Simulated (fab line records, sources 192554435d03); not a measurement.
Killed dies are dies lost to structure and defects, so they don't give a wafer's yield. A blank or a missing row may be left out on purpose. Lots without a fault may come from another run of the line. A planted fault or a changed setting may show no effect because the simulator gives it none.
A struck lot beside a sound one | flow n5_finfet | 15 steps out of a route of 1938
Sound: wafers L886.2, L886.5, L886.6. Struck: wafers L901.2, L901.4, L901.5. The cause comes at the end.
At each step with rows: each side's tool, then ch and its chambers, then its first start. Under that, the readings that differ: sound wafers | struck wafers | difference of the means | sigmas: that difference in standard deviations of wafers without a fault.
alike: readings whose means differ by less than 2 such deviations, and words and numbers that are the same on both sides. not compared: withheld readings, readings that some wafer has no value for, bounds like >300 that may hide the same value, and numbers for which the record gives no deviation and whose values overlap.
The two part at a step that has a row with sigmas, a row that says differs or no value, or rows on one side only. Numbers that don't overlap but have no deviation are shown without sigmas and don't part them. A reading that every wafer of one side lacks parts them only if that side has two wafers or more.

N5_BEOL_M2_OCD_MEAS_38:
  sound on ocd-01, day 8 09:35; struck on ocd-01, day 11 17:54
  alike: trench_depth_nm
then, 4 steps without rows for these wafers: N5_BEOL_M2_HM_STRIP_39 (strips TiN in peroxide tin strip, target depth 25 nm, time 158 s); N5_BEOL_M2_SRD_40 (time 30 s); N5_BEOL_M2_PRECLEAN_42 (cleans in residue remover, time 60 s); N5_BEOL_M2_SRD_43 (time 30 s).
N5_BEOL_M2_CD_MEAS_35: target cd 18 nm, target cd y 22.2 nm.
  sound on cd_sem-03, day 8 09:44; struck on cd_sem-02, day 11 18:04
  alike: cd_nm
N5_BEOL_M2_DEGAS_44: time 60 s.
  sound on pvd_sputter-03, day 8 09:51; struck on pvd_sputter-01, day 11 18:06
  alike: heater_power_w
N5_BEOL_M2_PRE_CLEAN_45: time 30 s.
  sound on pvd_sputter-03, day 8 09:53; struck on pvd_sputter-01, day 11 18:08
  alike: heater_power_w
then, 1 step without rows for these wafers: N5_BEOL_M2_ALD_84 (deposits TaN, pulse time 2 s, purge time 3 s, co reactant purge time 2 s).
N5_BEOL_M2_SURFACE_TREAT_85:
  sound on pvd_sputter-02, day 8 10:13; struck on pvd_sputter-02, day 11 18:54
  not compared: pressure_mtorr, throttle_valve_pct
then, 1 step without rows for these wafers: N5_BEOL_M2_CVD_47 (deposits Co from CCTBA/H2, target thk 3 nm, time 223.8 s).
N5_BEOL_M2_SPUTTER_48: material Cu, target thk 4.5 nm, time 8.29 s.
  sound on pvd_sputter-03, day 8 10:32; struck on pvd_sputter-01, day 11 20:12
  alike: throttle_valve_pct
N5_BEOL_M2_ANNEAL_49: time 240 s.
  sound on pvd_sputter-03, day 8 10:37; struck on pvd_sputter-01, day 11 20:17
  no value came back on the struck wafers for heater_power_w (W), susceptor_temp_C (C), susceptor_temp_C_max; on the sound wafers heater_power_w (W) reads 780 853 854
N5_BEOL_M2_SPUTTER_79: material Cu, target thk 4.5 nm, time 8.29 s.
  sound on pvd_sputter-03, day 8 10:45; struck on pvd_sputter-01, day 11 20:25
  alike: throttle_valve_pct
N5_BEOL_M4_RC_MEAS_101:
  sound on prober-02 ch 0, day 9 08:02; struck on prober-02 ch 0, day 12 21:04
  reading       | sound          | struck         | difference | sigmas
  DIBL_N (mV/V) | 38.0 37.1 37.2 | 35.9 34.9 34.3 | -2.4       | -2
  alike: DIBL_P, IOFF_N, IOFF_P, ION_N, ION_P, SS_N, SS_P, VT_N, VT_P

WHERE THEY PART
First at N5_BEOL_M2_ANNEAL_49; last, within this record, at N5_BEOL_M4_RC_MEAS_101.

WHY: what the simulator had put in
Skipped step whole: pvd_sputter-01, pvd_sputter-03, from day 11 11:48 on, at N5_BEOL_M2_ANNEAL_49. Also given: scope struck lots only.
